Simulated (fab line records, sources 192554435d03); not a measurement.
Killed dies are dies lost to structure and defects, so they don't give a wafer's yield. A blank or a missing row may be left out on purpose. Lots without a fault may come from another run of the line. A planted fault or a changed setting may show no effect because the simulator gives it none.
fab line records | flow n5_finfet
record lots=6 wafers=18 last_day=16
route steps=1938 shown ILD0@341 SDB@347 BEOL_M4@1111 PASSIVATION@1936
lots that met no fault: from a run of the same line without faults
start_h: hours from the record's first day to the start of the lot's first wafer shown | wait_h: hours since the lot's step before | " the same as in the row above | L1.1+2: a row that stands for several wafers | - no value, or no start given | * or withheld: withheld | < > ~ a bound
route shown NAME@n: a module of which the file shows steps, and the number in the route of the first | usual: mean/standard deviation of fault-free wafers | same: alike in all rows | chamber/n: place in a boat | sites: the reading at each site | _std_site: their standard deviation | _edge_site: outer sites' mean less inner sites' | radius_mm: how far each site lies from the wafer's centre | mask NAME#n: copy n | behind: the tool/chamber that last shaped the wafer | hold: why the lot was held/for how many hours/how that ended | device: the transistor (n, p or np) that didn't switch | end of line: the same wafers' tests at the end of the route | a step without rows: its recipe alone | killed: dies lost to structure and defects at the first sort, not the wafer's yield | map: a wafer's dies, x killed, . not, _ none there
set.NAME: the setting as run; set.NAME@STEP: as run at that earlier step | model.NAME: the simulator's own value behind a step, which no gauge read
lots at some steps of the route; a table a step, a row a wafer
services: from which hour (start_h, from the record's first day; less than 0 if before it) a tool's chamber was out of use, for how many hours, and why
## steps
# step N5_ILD0_THK_MEAS_08
# usual thk_nm=139.1/1.1
# columns lot.wafer tool chamber start_h wait_h thk_nm
L180.2 film_metro-02 - 73.21 - 136.7
L180.4 " - " " 138.8
L180.5 " - " " 136.3
L182.1 film_metro-01 - 81.71 - 138.0
L182.4 " - " " 140.1
L182.6 " - " " 139.4
L185.2 film_metro-02 - 98.21 - 139.3
L185.3 " - " " 139.5
L185.6 " - " " 137.9
L187.3 film_metro-02 - 111.49 - 142.1
L187.4 " - " " 140.4
L187.6 " - " " 140.2
L195.2 film_metro-01 - 158.79 - 138.7
L195.5 " - " " 139.6
L195.6 " - " " 139.6
L197.3 film_metro-02 - 172.07 - 138.0
L197.5 " - " " 138.4
L197.6 " - " " 138.5
# step N5_ILD0_PRECLEAN_10
# recipe chemistry=NF3:NH3 afs_cycles=5 time_s=20 temp_c=30 sublimation_temp_c=180 sublimation_time_s=60 pressure_torr=3 rf_power_w=30
# step N5_ILD0_ALD_15
# recipe material=SiNx target_thk_a=240 temp_c=400 ald_precursor_family=SiH2I2 ald_co_reactant=N2/H2-plasma pulse_time_s=1 ald_cycles=480 purge_time_s=2 co_reactant_purge_time_s=2 pressure_torr=2
# usual heater_power_w=796/98 precursor_pulse_height_rel=1.000/0.019
# columns lot.wafer tool chamber start_h wait_h heater_power_w precursor_pulse_height_rel
L180.2 ald_sin-04 2 74.13 0.7 661 0.982
L180.4 " 3 " " 851 0.965
L180.5 " 2 75.21 1.4 652 0.963
L182.1 ald_sin-03 0 82.43 0.6 780 1.023
L182.4 " 3 " " 845 0.984
L182.6 " 0 83.51 1.1 792 0.965
L185.2 ald_sin-03 1 99.25 0.8 1011 0.990
L185.3 " 2 " " 701 0.985
L185.6 " 2 100.34 1.4 688 0.987
L187.3 ald_sin-02 2 112.20 0.4 803 1.008
L187.4 " 1 " " 818 1.023
L187.6 " 1 113.29 1.1 835 1.014
L195.2 ald_sin-04 1 159.56 0.5 826 1.039
L195.5 " 3 160.64 1.3 839 0.981
L195.6 " 0 " " 722 1.025
L197.3 ald_sin-04 3 172.78 0.4 841 0.973
L197.5 " 1 173.87 1.2 824 1.015
L197.6 " 2 " " 649 0.994
# step N5_ILD0_CMP_12
# recipe stop_on=poly-Si material=SiNx t_overpolish_s=6 post_cmp_clean=alkaline_brush down_force_psi=2.5 platen_rpm=51.8 pad_velocity_m_s=1.0307 target_thk_nm=17.67
# usual motor_current_A=9.1/0.88 overpolish_run_s=5.999/0.0098 time_to_endpoint_s=28.4/2.4
# columns lot.wafer tool chamber start_h wait_h motor_current_A overpolish_run_s time_to_endpoint_s
L180.2 cmp-01 3 76.33 1.1 11.0 5.995 28.2
L180.4 " 2 " " 8.4 6.006 23.8
L180.5 " 3 " " 11.3 5.994 28.3
L182.4 cmp-01 1 84.63 1.1 8.8 5.995 31.0
L182.1 " 0 " " 9.5 6.000 27.6
L182.6 " 2 " " 8.5 5.999 26.9
L185.3 cmp-04 2 101.49 1.2 7.8 6.015 31.0
L185.2 " 0 " " 9.6 5.989 28.3
L185.6 " 2 " " 8.0 6.010 30.2
L187.4 cmp-02 1 114.40 1.1 9.3 6.017 30.5
L187.3 " 3 " " 8.4 6.007 26.7
L187.6 " 2 " " 8.5 6.005 27.7
L195.2 cmp-01 2 161.80 1.2 8.2 5.982 24.6
L195.5 " 1 " " 8.4 5.999 30.1
L195.6 " 2 " " 8.3 6.009 25.8
L197.3 cmp-04 1 175.02 1.2 8.7 5.995 28.5
L197.5 " 0 " " 9.3 5.996 25.8
L197.6 " 1 " " 8.3 5.999 26.0
# step N5_ILD0_THK_MEAS_13
# usual thk_nm=17.6/1
# columns lot.wafer tool chamber start_h wait_h thk_nm
L180.2 film_metro-02 - 76.63 - 18.0
L180.4 " - " " 17.4
L180.5 " - " " 17.0
L182.1 film_metro-02 - 84.92 - 18.0
L182.4 " - " " 18.4
L182.6 " - " " 17.0
L185.2 film_metro-02 - 101.75 - 17.5
L185.3 " - " " 18.9
L185.6 " - " " 17.4
L187.3 film_metro-01 - 114.70 - 17.8
L187.4 " - " " 19.1
L187.6 " - " " 18.5
L195.2 film_metro-01 - 162.05 - 17.1
L195.5 " - " " 18.1
L195.6 " - " " 17.5
L197.3 film_metro-02 - 175.28 - 18.4
L197.5 " - " " 15.9
L197.6 " - " " 15.9
# step N5_ILD0_INSPECT_06
# recipe inspect_instrument=darkfield mode=post_cmp
# usual raw_defect_count=37/15
# columns lot.wafer tool chamber start_h wait_h raw_defect_count
L180.2 defect_inspect-02 - 76.65 0.0 23
L180.4 " - " " 54
L180.5 " - " " 38
L182.1 defect_inspect-01 - 84.95 0.0 39
L182.4 " - " " 37
L182.6 " - " " 68
L185.2 defect_inspect-02 - 101.77 0.0 38
L185.3 " - " " 51
L185.6 " - " " 35
L187.3 defect_inspect-01 - 114.73 0.0 33
L187.4 " - " " 14
L187.6 " - " " 24
L195.2 defect_inspect-01 - 162.08 0.0 23
L195.5 " - " " 60
L195.6 " - " " 56
L197.3 defect_inspect-02 - 175.31 0.0 58
L197.5 " - " " 26
L197.6 " - " " 51
# step N5_SDB_HM_DEP_00
# recipe material=SiNx target_thk_a=400 temp_c=400 precursor=SiH4/NH3/N2 pressure_torr=1.5 rf_w=300 time_s=35.3
# usual heater_power_w=753/74 showerhead_plenum_p_Torr=5.16/0.071 showerhead_vpp_V=1060/46 throttle_valve_pct=39.6/2.6
# columns lot.wafer tool chamber start_h wait_h heater_power_w showerhead_plenum_p_Torr showerhead_vpp_V throttle_valve_pct
L180.2 pecvd-01 2 76.69 0.0 716 5.21 1094 40.9
L180.4 " 0 " " 695 5.09 1030 38.1
L180.5 " 2 " " 712 5.21 1086 41.0
L182.1 pecvd-04 1 84.99 0.0 742 5.12 1016 43.9
L182.4 " 0 " " 787 5.08 980 38.8
L182.6 " 2 " " 756 5.27 1090 34.9
L185.2 pecvd-03 2 101.81 0.0 694 5.12 1079 36.8
L185.3 " 0 " " 678 5.14 1045 40.4
L185.6 " 2 " " 679 5.11 1069 36.8
L187.3 pecvd-01 1 114.76 0.0 922 5.19 1056 40.3
L187.4 " 2 " " 733 5.22 1083 40.8
L187.6 " 0 " " 731 5.08 1040 38.3
L195.2 pecvd-04 0 162.12 0.0 703 5.08 991 39.4
L195.5 " 1 " " 837 5.12 1011 43.9
L195.6 " 2 " " 728 5.26 1077 35.1
L197.3 pecvd-03 1 175.34 0.0 818 5.26 1130 41.3
L197.5 " 2 " " 575 5.12 1097 37.3
L197.6 " 0 " " 762 5.11 1034 40.5
# step N5_SDB_COAT_03
# recipe resist=SOC temp_c=250 time_s=60 spin_rpm=1500 resist_thk_nm=100
# step N5_SDB_COAT_04
# recipe resist=SiARC temp_c=220 time_s=60 spin_rpm=1500 resist_thk_nm=18
# step N5_SDB_COAT_05
# recipe resist=CAR-ArF spin_rpm=1500 resist_thk_nm=90
# step N5_SDB_EBR_07
# recipe solvent=PGMEA ebr_width_mm=1.5
# step N5_SDB_SOFTBAKE_06
# recipe temp_c=110 time_s=60 resist=CAR-ArF
# step N5_SDB_EXPOSE_08
# recipe mask_id=SDB na=1.35 source_shape=conventional sigma_outer=0.5 polarization=unpolarized dose_mj=49.6
# usual exposure_dose_mJ_cm2=49.74/0.19
# same sigma_outer=0.5
# columns lot.wafer tool chamber start_h wait_h mask exposure_dose_mJ_cm2
L180.2 arfi_scanner-02 0 77.02 - SDB#0 49.96
L180.4 " 0 " " SDB#0 49.94
L180.5 " 0 " " SDB#0 49.96
L182.1 arfi_scanner-01 0 85.31 - SDB#0 49.58
L182.4 " 0 " " SDB#0 49.58
L182.6 " 0 " " SDB#0 49.58
L185.2 arfi_scanner-01 0 102.17 - SDB#0 43.83
L185.3 " 0 " " SDB#0 43.85
L185.6 " 0 " " SDB#0 43.83
L187.3 arfi_scanner-01 0 115.10 - SDB#0 45.03
L187.4 " 0 " " SDB#0 45.06
L187.6 " 0 " " SDB#0 45.03
L195.2 arfi_scanner-02 0 162.45 - SDB#0 49.86
L195.5 " 0 " " SDB#0 49.96
L195.6 " 0 " " SDB#0 49.95
L197.3 arfi_scanner-03 0 175.55 - SDB#0 49.52
L197.5 " 0 " " SDB#0 49.59
L197.6 " 0 " " SDB#0 49.56
# step N5_SDB_PEB_09
# recipe peb_temp_c=withheld peb_time_s=60 resist=CAR-ArF
# step N5_SDB_DEVELOP_10
# recipe develop_time_s=30 developer=TMAH resist=CAR-ArF rinse_liquid=diw dry=air_spin dev_temp_c=23
# step N5_SDB_CD_MEAS_11
# recipe target_cd_nm=50 landing_energy_ev=500 detector=se_inlens polarity=opening
# usual cd_nm=49.4/1.1
# columns lot.wafer tool chamber start_h wait_h cd_nm
L180.2 cd_sem-01 0 77.14 - 48.4
L180.4 " 0 " " 47.2
L180.5 " 0 " " 48.7
L182.1 cd_sem-03 0 85.44 - 50.7
L182.4 " 0 " " 49.2
L182.6 " 0 " " 49.8
L185.2 cd_sem-01 0 102.29 - 36.4
L185.3 " 0 " " 37.5
L185.6 " 0 " " 38.3
L187.3 cd_sem-03 0 115.22 - 40.7
L187.4 " 0 " " 40.9
L187.6 " 0 " " 39.7
L195.2 cd_sem-03 0 162.57 - 48.2
L195.5 " 0 " " 47.6
L195.6 " 0 " " 48.0
L197.3 cd_sem-01 0 175.67 - 49.7
L197.5 " 0 " " 49.0
L197.6 " 0 " " 50.1
# step N5_SDB_OVL_MEAS_12
# recipe points_per_wafer=44
# usual SDB_OVL=0.3/0.76
# columns lot.wafer tool chamber start_h wait_h SDB_OVL[nm]
L180.2 overlay-01 0 77.17 0.0 0.2
L180.4 " 0 " " -0.2
L180.5 " 0 " " 0.9
L182.1 overlay-02 0 85.47 0.0 2.0
L182.4 " 0 " " 1.0
L182.6 " 0 " " 1.7
L185.2 overlay-02 0 102.32 0.0 -1.4
L185.3 " 0 " " -0.9
L185.6 " 0 " " -1.8
L187.3 overlay-02 0 115.25 0.0 0.4
L187.4 " 0 " " 0.1
L187.6 " 0 " " 0.6
L195.2 overlay-02 0 162.60 0.0 1.1
L195.5 " 0 " " 0.3
L195.6 " 0 " " -0.2
L197.3 overlay-01 0 175.70 0.0 0.3
L197.5 " 0 " " 0.2
L197.6 " 0 " " 0.8
# step N5_BEOL_M4_RC_MEAS_101
# usual DIBL_N=35.8/1.8 DIBL_P=35.6/2 IOFF_N=0.148/0.028 IOFF_P=0.20/0.034 ION_N=672/12 ION_P=462/8.5 SS_N=71.2/0.65 SS_P=73.1/0.67 VT_N=251/3.3 VT_P=-251/3.8
# columns lot.wafer tool chamber start_h wait_h DIBL_N[mV/V] DIBL_P[mV/V] IOFF_N[nA/um] IOFF_P[nA/um] ION_N[uA/um] ION_P[uA/um] SS_N[mV/dec] SS_P[mV/dec] VT_N[mV] VT_P[mV]
L180.2 prober-01 0 171.13 0.2 37.9 39.4 0.177 0.23 676 472 70.7 74.2 249 -248
L180.4 " 0 " " 34.7 35.9 0.128 0.19 672 465 70.4 73.0 251 -252
L180.5 " 0 " " 36.8 38.1 0.155 0.22 676 466 70.5 72.9 249 -248
L182.1 prober-01 0 192.46 0.0 37.5 35.6 0.150 0.23 661 466 71.5 74.0 251 -247
L182.4 " 0 " " 38.5 36.8 0.173 0.25 655 457 72.3 74.1 250 -245
L182.6 " 0 " " 37.6 34.2 0.142 0.20 647 452 71.7 72.4 253 -252
L195.2 prober-01 0 262.67 0.2 38.2 38.2 0.196 0.23 683 467 71.8 73.7 247 -250
L195.5 " 0 " " 35.0 34.7 0.128 0.17 668 462 71.6 73.6 254 -257
L195.6 " 0 " " 34.9 34.4 0.134 0.18 679 459 70.9 72.8 254 -252
L197.3 prober-01 0 267.62 0.3 37.0 37.7 0.157 0.21 676 463 71.7 73.4 250 -252
L197.5 " 0 " " 37.7 38.0 0.160 0.20 668 460 71.7 74.1 251 -251
L197.6 " 0 " " 36.9 36.7 0.158 0.19 673 455 72.4 73.3 250 -253
# step N5_PASSIVATION_PROBE_49
# usual defect_limited_yield=91.3/1.5 killed_at_M0_to_M3=34/11 killed_at_M4_up=14/6.1 killed_at_contacts=12/5.9 killed_at_front_end=39/11 killed_at_other=4/3.3 killed_dies=102/18 killed_on_rim=13/3.8 killed_open=67/13 killed_short=33/7.9 sort_bin_5_function=5.1/1 sort_bin_6_memory=3.3/0.7 sort_bin_8_speed=0.1/0.69 sort_n_pass=1077/19 sort_yield_pct=91.3/1.6
# same gross_dies=1180 killed_at_back_side=0 sort_bin_4_leakage[%]=0
# columns lot.wafer tool chamber start_h wait_h defect_limited_yield[%] killed_at_M0_to_M3 killed_at_M4_up killed_at_contacts killed_at_front_end killed_at_other killed_dies killed_on_rim killed_open killed_short sort_bin_5_function[%] sort_bin_6_memory[%] sort_bin_8_speed[%] sort_n_pass sort_yield_pct[%]
L180.2 prober-01 - 264.87 0.1 91.2 49 6 3 43 3 104 11 62 41 5.2 3.4 0 1076 91.2
L180.4 prober-01 - 264.97 0.2 91.4 44 11 8 27 12 102 5 64 35 5.1 3.4 0 1078 91.4
L180.5 prober-01 - 265.02 0.2 90.3 43 7 14 46 5 115 14 78 36 6.0 3.5 0 1065 90.3
L182.1 prober-02 - 288.96 0.0 92.8 40 10 10 25 0 85 14 54 25 3.1 3.6 0 1095 92.8
L182.4 prober-02 - 289.11 0.2 90.3 58 11 9 34 2 114 10 63 51 5.3 3.7 0 1066 90.3
L182.6 prober-02 - 289.21 0.3 92.3 32 10 5 44 0 91 9 64 27 4.6 2.6 0.1 1088 92.2
L185.2 prober-02 - 299.35 0.1 0.4 35 10 11 1112 7 1175 152 66 31 96.5 2.7 0 5 0.4
L185.3 prober-02 - 299.40 0.1 0.8 46 14 7 1104 0 1171 152 68 52 94.2 4.6 0 9 0.8
L185.6 prober-02 - 299.55 0.3 4.0 54 9 17 1050 3 1133 152 82 43 91.5 4.2 0 47 4.0
L187.3 prober-01 - 306.65 0.1 31.2 18 6 17 762 9 812 145 56 35 65.3 3.3 0 368 31.2
L187.4 prober-01 - 306.70 0.2 38.0 31 14 17 666 4 732 148 68 44 58.4 3.3 0 448 38.0
L187.6 prober-01 - 306.80 0.3 16.9 18 6 7 943 7 981 152 62 21 80.2 2.7 0 199 16.9
L197.3 prober-02 - 373.53 0.1 93.9 25 12 4 25 6 72 8 47 24 3.5 2.5 0 1108 93.9
L197.5 prober-02 - 373.63 0.2 93.6 21 12 7 34 1 75 6 44 27 4.2 1.9 0 1105 93.6
L197.6 prober-02 - 373.68 0.3 91.9 36 12 9 37 2 96 15 55 37 4.9 2.5 0 1084 91.9
L195.2 prober-02 - 376.34 0.1 90.2 36 16 15 48 1 116 9 81 33 5.4 4.2 0 1064 90.2
L195.5 prober-02 - 376.49 0.2 90.6 28 37 7 34 5 111 17 80 24 5.8 3.2 0 1069 90.6
L195.6 prober-02 - 376.54 0.3 89.0 40 30 10 44 6 130 23 95 32 5.6 5.0 0 1050 89.0
# killed by level:class
L180.2 DUMMY_GATE:geometric_particle:open=11 BEOL_M2:geometric_particle:open=10 BEOL_M0_SAQP:geometric_particle:short=9 DUMMY_GATE:geometric_particle:short=7 BEOL_M1:geometric_particle:open=6 BEOL_M0_SAQP:geometric_particle:open=6 BEOL_M2:geometric_particle:short=6 BEOL_M3:geometric_particle:open=5
L180.4 BEOL_M0_SAQP:geometric_particle:open=10 BEOL_M2:geometric_particle:open=9 GATE_CUT:geometric_particle:open=7 BEOL_M0_SAQP:geometric_particle:short=7 BEOL_M1:geometric_particle:short=7 MOL_CONTACT_COAG:geometric_particle:open=5 BEOL_M4:geometric_particle:open=5 FIN_SAQP:geometric_particle:short=4
L180.5 STI_FIN_REVEAL:geometric_particle:open=17 MOL_CONTACT_COAG:geometric_particle:open=13 DUMMY_GATE:geometric_particle:open=9 BEOL_M0_SAQP:geometric_particle:open=9 BEOL_M0_SAQP:geometric_particle:short=8 BEOL_M1:geometric_particle:short=7 BEOL_M2:geometric_particle:open=7 BEOL_M2:geometric_particle:short=6
L182.1 BEOL_M3:geometric_particle:open=11 MOL_CONTACT_COAG:geometric_particle:open=9 BEOL_M0_SAQP:geometric_particle:short=8 BEOL_M0_SAQP:geometric_particle:open=8 FIN_SAQP:geometric_particle:short=7 BEOL_M0:geometric_particle:open=5 HKMG_FIN:area_etch=5 STI_FIN_REVEAL:geometric_particle:open=4
L182.4 BEOL_M0_SAQP:geometric_particle:short=21 BEOL_M0_SAQP:geometric_particle:open=16 FIN_SAQP:geometric_particle:short=9 BEOL_M3:geometric_particle:open=8 MOL_CONTACT_COAG:geometric_particle:open=7 BEOL_M4:geometric_particle:open=6 BEOL_M2:geometric_particle:open=6 FIN_SAQP:geometric_particle:open=4
L182.6 STI_FIN_REVEAL:geometric_particle:open=18 BEOL_M3:geometric_particle:open=10 BEOL_M4:geometric_particle:open=6 FIN_SAQP:geometric_particle:open=5 MOL_CONTACT_COAG:geometric_particle:open=5 BEOL_M0_SAQP:geometric_particle:short=5 BEOL_M0_SAQP:geometric_particle:open=5 BEOL_M2:geometric_particle:open=5
L185.2 SDB:area_expose=1078 BEOL_M2:geometric_particle:open=16 BEOL_M3:geometric_particle:open=10 GATE_CUT:geometric_particle:short=9 MOL_CONTACT_COAG:geometric_particle:open=7 GATE_CUT:geometric_particle:open=6 FIN_SAQP:geometric_particle:open=4 MOL_CONTACT_COAG:geometric_particle:short=4
L185.3 SDB:area_expose=1051 FIN_SAQP:geometric_particle:short=16 BEOL_M3:geometric_particle:open=12 GATE_CUT:geometric_particle:open=8 FIN_SAQP:geometric_particle:open=7 GATE_CUT:geometric_particle:short=7 BEOL_M0_SAQP:geometric_particle:short=6 BEOL_M2:geometric_particle:open=6
L185.6 SDB:area_expose=1007 BEOL_M2:geometric_particle:open=20 MOL_CONTACT_COAG:geometric_particle:open=13 FIN_SAQP:geometric_particle:short=10 FIN_SAQP:geometric_particle:open=8 BEOL_M0:geometric_particle:open=8 BEOL_M3:geometric_particle:open=8 GATE_CUT:geometric_particle:short=6
L187.3 SDB:area_expose=719 MOL_CONTACT_COAG:geometric_particle:open=13 STI_FIN_REVEAL:geometric_particle:open=10 GATE_CUT:geometric_particle:short=9 FIN_SAQP:geometric_particle:open=7 BEOL_M3:geometric_particle:open=6 STI_FIN_REVEAL:geometric_particle:short=5 BEOL_M0_SAQP:geometric_particle:open=4
L187.4 SDB:area_expose=620 MOL_CONTACT_COAG:geometric_particle:open=14 GATE_CUT:geometric_particle:short=12 BEOL_M3:geometric_particle:open=10 BEOL_M0_SAQP:geometric_particle:short=8 DUMMY_GATE:geometric_particle:open=7 BEOL_M0_SAQP:geometric_particle:open=7 FIN_SAQP:geometric_particle:open=6
L187.6 SDB:area_expose=898 FIN_SAQP:geometric_particle:open=14 STI_FIN_REVEAL:geometric_particle:open=12 MOL_CONTACT_COAG:geometric_particle:open=7 BEOL_M0_SAQP:geometric_particle:short=6 DUMMY_GATE:geometric_particle:open=4 GATE_CUT:geometric_particle:short=4 BEOL_M0_SAQP:geometric_particle:open=4
L197.3 BEOL_M0_SAQP:geometric_particle:short=9 BEOL_M0_SAQP:geometric_particle:open=7 STI_FIN_REVEAL:geometric_particle:open=5 BEOL_M1:geometric_particle:open=5 STARTING-WAFER:geometric_particle:short=4 BEOL_M4:geometric_particle:open=4 GATE_CUT:geometric_particle:open=3 MOL_CONTACT_COAG:geometric_particle:open=3
L197.5 FIN_SAQP:geometric_particle:open=8 BEOL_M3:geometric_particle:open=5 MOL_CONTACT_COAG:geometric_particle:open=4 BEOL_M0_SAQP:geometric_particle:short=4 BEOL_M4:geometric_particle:open=4 STARTING-WAFER:geometric_particle:short=4 FIN_SAQP:geometric_particle:short=3 GATE_CUT:geometric_particle:short=3
L197.6 BEOL_M0_SAQP:geometric_particle:short=11 BEOL_M0_SAQP:geometric_particle:open=10 FIN_SAQP:geometric_particle:short=7 FIN_SAQP:geometric_particle:open=7 MOL_CONTACT_COAG:geometric_particle:open=7 BEOL_M3:geometric_particle:open=6 STARTING-WAFER:geometric_particle:open=4 HKMG_FIN:area_etch=4
L195.2 BEOL_M2:geometric_particle:open=16 STI_FIN_REVEAL:geometric_particle:open=14 FIN_SAQP:geometric_particle:open=10 MOL_CONTACT_COAG:geometric_particle:open=9 BEOL_M0_SAQP:geometric_particle:open=8 DUMMY_GATE:geometric_particle:open=7 MOL_CONTACT_COAG:geometric_particle:short=6 FIN_SAQP:geometric_particle:short=5
L195.5 BEOL_M4:geometric_particle:open=20 BEOL_M2:geometric_particle:open=10 FIN_SAQP:geometric_particle:open=7 STI_FIN_REVEAL:geometric_particle:open=7 DUMMY_GATE:geometric_particle:open=5 MOL_CONTACT_COAG:geometric_particle:open=5 BEOL_M3:geometric_particle:open=5 BEOL_M5:geometric_particle:open=5
L195.6 BEOL_M4:geometric_particle:open=16 STI_FIN_REVEAL:geometric_particle:open=14 BEOL_M2:geometric_particle:open=14 MOL_CONTACT_COAG:geometric_particle:open=10 FIN_SAQP:geometric_particle:short=6 BEOL_M0_SAQP:geometric_particle:short=6 ILD0:geometric_particle:open=6 BEOL_M3:geometric_particle:open=6
# map L185.2 (x killed, . not)
_________________xxxxxxxxxxxx________________
______________xxxxxxxxxxxxxxxxxx_____________
___________xxxxxxxxxxxxxxxxxxxxxxxx__________
__________xxxxxxxxxxxxxxxxxxxxxxxxxx_________
________xxxxxxxxxxxxxxxxxxxxxxxxxxxxxx_______
_______xxxxxxxxxxxxxxxxxxxxxxxxxxxxxxxx______
______xxxxxxxxxxxxxxxxxxxxxxxxxxxxxxxxxx_____
_____xxxxxxxxxxxxxxxxxxxxxxxxxxxxxxxxxxxx____
____xxxxxxxxxxxxxxxxxxxxxxxxxxxxxxxxxxxxxx___
___xxxxxxxxxxxxxxxxxxxxxxxxxxxxxxxxxxxxxxxx__
___xxxxxxxxxxxxxxxxxxxxxxxxxxxxxxxxxxxxxxxx__
__xxxxxxxxxxxxxxxxxxxxxxxxxxxxxxxxxxxxxxxxxx_
__xxxxxxxxxxxxxxxxxxxxxxxxxxxxxxxxxxxxxxxxxx_
_xxxxxxxxxxxxxxxxxxxxxx.xxxxxxxxxxxxxxxxxxxxx
_xxxxxxxxxxxxxxxxxxxxxxxxxxxxxxxxxxxxxxxxxxxx
_xxxxxxxxxxxxxxxxxxxxxxxxxxx.xxxxxxxxxxxxxxxx
_xxxxxxxxxxxxxxxxxxxxxxxxxxxxxxxxxxxxxxxxxxxx
_xxxxxxxxxxxxxxxxxxxxxxxxxxxxxxxxxxxxxxxxxxxx
_xxxxxxxxxxxxxxxxxxxxxxxxxxxxxxxxxxxxxxxxxxxx
_xxxxxxxxxxxxxxxxxx.xxxxxxxxxx.xxxxxxxxxxxxxx
_xxxxxxxxxxxxxxxxx.xxxxxxxxxxxxxxxxxxxxxxxxxx
__xxxxxxxxxxxxxxxxxxxxxxxxxxxxxxxxxxxxxxxxxx_
__xxxxxxxxxxxxxxxxxxxxxxxxxxxxxxxxxxxxxxxxxx_
___xxxxxxxxxxxxxxxxxxxxxxxxxxxxxxxxxxxxxxxx__
___xxxxxxxxxxxxxxxxxxxxxxxxxxxxxxxxxxxxxxxx__
____xxxxxxxxxxxxxxxxxxxxxxxxxxxxxxxxxxxxxx___
_____xxxxxxxxxxxxxxxxxxxxxxxxxxxxxxxxxxxx____
______xxxxxxxxxxxxxxxxxxxxxxxxxxxxxxxxxx_____
_______xxxxxxxxxxxxxxxxxxxxxxxxxxxxxxxx______
________xxxxxxxxxxxxxxxxxxxxxxxxxxxxxx_______
__________xxxxxxxxxxxxxxxxxxxxxxxxxx_________
___________xxxxxxxxxxxxxxxxxxxxxxxx__________
______________xxxxxxxxxxxxxxxxxx_____________
_________________xxxxxxxxxxxx________________
# map L187.6 (x killed, . not)
_________________xxxxxxxxxxxx________________
______________xxxxxxxxxxxxxxxxxx_____________
___________xxxxxxxxxxxxxxxxxxxxxxxx__________
__________xxxxxxxxxxxxxxxxxxxxxxxxxx_________
________xxxxxxxxxxx.xxxxxxxxxxxxxxxxxx_______
_______xxxxxxxxxxxxxxxxxxxx..xxxxxxxxxx______
______xxxxxxxxxxxxxx...x.xxxxxx.xxxxxxxx_____
_____xxxxxxxxxxxxxxxxxxxx.xx.xxx.xxxxxxxx____
____xxxxxxxxxxxx.xx....xx.xxxxxxx.xxxxxxxx___
___xxxxxxxxxx.x.xx.xx.xxx....xxx.xxxxxxxxxx__
___xxxxxxxxxxxxxxx.xx.xxx..x.x...xx.x.xx.xx__
__xxxxxxxxxx.x.xx..xxx.x.....x.x.x..xxxxxxxx_
__xxxxxxxxxx.xxxx.x..x....x.xx.xxxxxxxxxxxxx_
_xxxxxxxxxxxx.xxx..xxx..x.xx.xxxxxx.xxxxxxxxx
_xxxxx.xxxxxx.xxx.x.xx.x..x...xx.x....x.xxxxx
_xxxxxxxxxxx..xx.......xx.xxxxx..x..xxxxxxx.x
_xxxxxxxxxxx.xxxxx...x.xx.x..x.x.x...xxxxxxxx
_xxxxxxxxxx..xxxxxx.xx..x.x..xxx.xxxxxxxxx.xx
_xxxxxxxxxxx.xxx.x.xxxxx.x.xx.x..xxx.xxxx.xxx
_xxxxxxxxxxxxxx.xx.x.xx.x..x...xx.xxxxxxxxxxx
_xxxxxxxxxxx..x.x.x.xxx..xx.xxxxx.xxx.xxxxxxx
__xxxxxxxxxxxx.xx.....x.xx.xxx.x.x.xxxxxxxxx_
__xxxxxxxxxx.xx.xx.x....xxxx.xxxxxxx.xxxxxxx_
___xxxxxxxx..x.x.x.xxxx.xxxxxx..xxxxxxxxxxx__
___xxxxxxxxxxxxxx.xx.x.xxxxxx.xxxx.xxxxxxxx__
____xxxxxxxxxxxxxx....xx..xx..xxxxxxxxxxxx___
_____xxxxxxxxxxxxxxxxxxxxxxxxxxxxxxxxxxxx____
______xxxxxxxx.xxxxxxxxxxxxxxxxxxxxxxxxx_____
_______xxxxxxxxxxxxxxxxxxxx.xxxxxxxxxxx______
________xxxxxxxxxxxxxx.xxxxxxxxxxxxxxx_______
__________xxxxxx.xxxxxxxxxxxxxxxxxxx_________
___________xxxxxxxxxxxxxxxxxxxxxxxx__________
______________xxxxxxxxxxxxxxxxxx_____________
_________________xxxxxxxxxxxx________________
## services
# columns tool chamber start_h hours kind
arfi_scanner-01 - 54.48 1.0 pm
pecvd-03 1 59.23 46.4 repair
arfi_scanner-02 - 60.29 1.3 pm
cmp-02 - 61.79 6.2 pm
arfi_scanner-03 - 80.36 1.3 repair
arfi_scanner-02 - 82.75 4.9 pm
ald_sin-03 - 85.25 14.0 pm
cmp-01 - 90.69 0.4 repair
arfi_scanner-01 - 92.97 1.3 pm
arfi_scanner-01 - 94.27 1.0 pm
cmp-04 - 103.78 12.7 repair
cmp-02 - 116.60 4.0 pm
pecvd-01 - 124.78 0.8 repair
arfi_scanner-03 - 127.00 1.3 pm
pecvd-04 - 127.86 5.5 pm
cmp-02 - 136.64 2.2 repair
arfi_scanner-03 - 136.73 1.0 pm
cmp-04 - 146.70 6.9 pm
arfi_scanner-02 - 152.62 0.8 pm
cmp-01 - 153.65 4.2 pm
cmp-01 - 157.95 2.1 repair
pecvd-04 - 164.08 1.0 repair
arfi_scanner-01 - 164.17 0.8 pm
pecvd-01 1 167.18 4.5 repair
## key
first_sign step=N5_SDB_EXPOSE_08 reading=exposure_dose_mJ_cm2 direction=down sigmas=27 usual=49.74 struck=44.44
effect step=N5_SDB_CD_MEAS_11 reading=cd_nm direction=down sigmas=9.2 usual=49.4 struck=38.9 through=control_loop
effect step=N5_PASSIVATION_PROBE_49 reading=killed_at_front_end direction=up sigmas=85 usual=39 struck=940
more_kills_born_at N5_SDB_EXPOSE_08@arfi_scanner-01=5373
met_at N5_SDB_EXPOSE_08
struck_wafers L185.2,L185.3,L185.6,L187.3,L187.4,L187.6
later_rows_left_out L185.2,L185.3,L185.6,L187.3,L187.4,L187.6
loop_trim step=N5_SDB_EXPOSE_08 setting=dose lots=L187
onset_between 85.31 102.17
fault kind=process_parameter_drift tool=arfi_scanner-01 chamber=- onset_h=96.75 steps=N5_SDB_EXPOSE_08 channel=dose_mj offset=-5.6714 shape=step acts_in=these_recipes_only stated=49.6
# later_rows_left_out: the simulator's readings of these wafers behind a module that went badly wrong aren't trusted and aren't shown, but for the sort
# loop_trim: a control loop set the setting to another value than it would have without faults
